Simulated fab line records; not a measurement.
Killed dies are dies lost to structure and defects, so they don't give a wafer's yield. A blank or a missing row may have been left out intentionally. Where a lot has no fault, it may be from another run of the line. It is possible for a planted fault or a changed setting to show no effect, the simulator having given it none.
Struck lot and sound lot, side by side | flow n5 finfet | 37 steps out of a route of 1938
Sound: the wafers L112.1, L112.4, L112.6. Struck: wafer L998.6 (left out: L998.4, L998.5 of the same lot, which were not struck); the cause appears at the end.
For every step that has rows: the tool of each side, followed by ch and its chambers, followed by its first start. Under that, the readings that differ: sound wafers | struck wafers | difference of the means | sigmas: that difference in standard deviations of wafers without a fault.
alike: readings whose means differ by less than 2 such deviations, and words and numbers that are the same on both sides. not compared: withheld readings, readings that some wafer has no value for, bounds like >300 that may hide the same value, and numbers for which the record gives no deviation and whose values overlap.
Wherever a step has rows on one side only, a row that says differs or no value, or a row with sigmas, the two part there. Numbers that have no deviation but don't overlap get no sigmas and don't part them. A reading that every wafer of one side lacks parts them only if that side has two wafers or more.

first, 9 steps without rows for these wafers: N5_BEOL_M9_DESCUM_33 (chemistry O2, time 7 s); N5_BEOL_M9_ETCH_76 (etches underlayer in N2/H2, target depth 6.5 nm, time 5.2 s); N5_BEOL_M9_ETCH_65 (etches SiARC in CF4, target depth 15.6 nm, time 26 s); N5_BEOL_M9_ETCH_66 (etches SOC in N2/H2, target depth 80 nm, overetch 16 nm, time 120 s); N5_BEOL_M9_STRIP_69 (strips in N2/H2); N5_BEOL_M9_STRIP_77 (strips in N2/H2); N5_BEOL_M9_VIA_ETCH_34 (etches SiCOH lowk in C4F6/O2, target depth 182.4 nm, time 68.4 s); N5_BEOL_M9_STRIP_73 (strips in C4F6/O2); N5_BEOL_M9_STRIP_36 (strips in N2/H2).
N5_BEOL_M9_TRENCH_ETCH_37: etches SiCOH lowk in C4F6/O2, target depth 151.43 nm, time 49 s.
  sound on rie diel-02 ch 0,1,2, day 14 23:13; struck on rie diel-02 ch 2, day 11 15:49
  reading                                    | sound             | struck | difference | sigmas
  run length s (s)                           | 72.8 72.7 72.0    | 65.7   | -6.8       | -17
  model.etch.depth nm (nm)                   | 153.7 151.4 149.5 | 129.4  | -22.1      |
  model.BEOL_M9.feature depth nm (nm)        | 153.8 151.4 149.4 | 129.4  | -22.1      |
  model.TiN_of_BEOL_M9_HM_DEP_02.thk nm (nm) | 15.6 16 15.6      | 16.4   | +0.7       |
  alike: drypump motor current A, oes_ar_750_au, oes product au, rf vpp V, showerhead plenum p Torr, throttle valve pct
  not compared: rf fwd power W, rf hours counter h
then, 2 steps without rows for these wafers: N5_BEOL_M9_ETCH_41 (etches SiCN in CH3F/O2, target depth 36.6 nm, time 70.1 s); N5_BEOL_M9_STRIP_80 (strips in N2/H2, time 10 s).
N5_BEOL_M9_OCD_MEAS_38:
  sound: ocd-02 at day 14 23:23; struck: ocd-02 at day 11 16:00
  reading              | sound             | struck | difference | sigmas
  trench depth nm (nm) | 153.4 151.6 148.9 | 130.1  | -21.2      | -8
then, 13 steps without rows for these wafers: N5_BEOL_M9_HM_STRIP_39 (strips TiN in peroxide tin strip, target depth 25 nm, time 158 s); N5_BEOL_M9_SRD_40 (time 30 s); N5_BEOL_M9_PRECLEAN_42 (cleans in residue remover, time 60 s); N5_BEOL_M9_SRD_43 (time 30 s); N5_BEOL_M9_CURE_72 (cures SiCOH lowk, time 120 s); N5_BEOL_M9_DEGAS_44 (time 60 s); N5_BEOL_M9_PRE_CLEAN_45 (time 30 s); N5_BEOL_M9_ALD_74 (deposits TaN, target thk 2 nm, pulse time 2 s, purge time 3 s); N5_BEOL_M9_SURFACE_TREAT_79; N5_BEOL_M9_CVD_78 (deposits Co from CCTBA/H2, target thk 2 nm, time 138.9 s); N5_BEOL_M9_SPUTTER_48 (material Cu, target thk 12 nm, time 2 s); N5_BEOL_M9_ECD_50 (material Cu, target thk 318 nm); N5_BEOL_M9_ANNEAL_51 (time 90 s).
N5_BEOL_M9_CMP_52: polishes, stops on SiCOH lowk, t overpolish 7 s, target thk 140 nm.
  sound on cmp-02 ch 0,2, day 15 01:21; struck on cmp-02 ch 2, day 11 18:06
  reading                                | sound             | struck | difference | sigmas
  time to endpoint s (s)                 | 65 67 66          | 59     | -7         | -2
  model.Cu_of_BEOL_M9_ECD_50.thk nm (nm) | 142.8 138.6 136.6 | 116.4  | -22.9      |
  alike: barrier field endpoint s, motor current A, overpolish run s, slurry filter dp kPa
  not compared: pad life wafers
N5_BEOL_M9_THK_MEAS_53: measures by xrf.
  sound: film metro-01 at day 15 01:37; struck: film metro-01 at day 11 18:24
  reading     | sound             | struck | difference | sigmas
  M9_THK (nm) | 142.9 138.5 137.0 | 115.8  | -23.7      | -8
then, 2 steps without rows for these wafers: N5_BEOL_M9_PRE_CLEAN_55 (time 15 s); N5_BEOL_M9_DEP_56 (deposits SiCN from 3MS/NH3, target thk 15 nm, time 26.5 s).
N5_BEOL_M9_RS_MEAS_57: measurement is done with a four-point probe.
  sound: film metro-01 at day 15 01:47; struck: film metro-01 at day 11 18:32
  reading        | sound             | struck | difference | sigmas
  M9_RS (ohm/sq) | 0.148 0.152 0.155 | 0.185  | +0.033     | +10
then, 5 steps without rows for these wafers: N5_BEOL_M10_ILD_DEP_00 (deposits SiCOH lowk from DEMS/porogen, target thk 308.51 nm, time 58 s); N5_BEOL_M10_CURE_71 (cures SiCOH lowk, time 240 s); N5_BEOL_M10_PECVD_70 (deposits SiO2 from TEOS/O2, target thk 20 nm, time 22.7 s); N5_BEOL_M10_HM_DEP_02 (deposits TiN, target thk 20 nm); N5_BEOL_M10_COAT_59 (time 60 s, resist thk 100 nm).
N5_BEOL_M15_RC_MEAS_101:
  sound on prober-02 ch 0, day 17 04:49; struck on prober-01 ch 0, day 13 07:56
  reading                   | sound                   | struck  | difference | sigmas
  COMB_M7 (S/m)             | 2.1e-11 2.2e-11 1.7e-11 | 3.1e-11 | +1.1e-11   | +2
  SERP_M12 (ohm/um)         | 0.660 0.644 0.635       | 0.607   | -0.039     | -2
  SERP_M6 (ohm/um)          | 14.7 14.0 14.7          | 13.3    | -1.2       | -2
  SERP_M7 (ohm/um)          | 13.8 13.9 13.4          | 15.1    | +1.4       | +2
  SERP_M9 (ohm/um)          | 2.91 3.04 3.13          | 3.81    | +0.78      | +11
  SERP_M9_max_site (ohm/um) | 2.99 3.11 3.20          | 3.95    | +0.85      | +9
  alike: COMB_M10, COMB_M11, COMB_M12, COMB_M13, COMB_M14, COMB_M15, COMB_M5, COMB_M6, COMB_M8, SERP_M10, SERP_M11, SERP_M13, SERP_M13_max_site, SERP_M14, SERP_M5, SERP_M8

## WHERE THEY PART
At N5_BEOL_M9_TRENCH_ETCH_37 first; at N5_BEOL_M15_RC_MEAS_101 last (within this record only).

WHY: what had been put in by the simulator
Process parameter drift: rie diel-02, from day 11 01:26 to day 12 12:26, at N5_BEOL_M9_TRENCH_ETCH_37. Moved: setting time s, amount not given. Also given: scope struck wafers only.
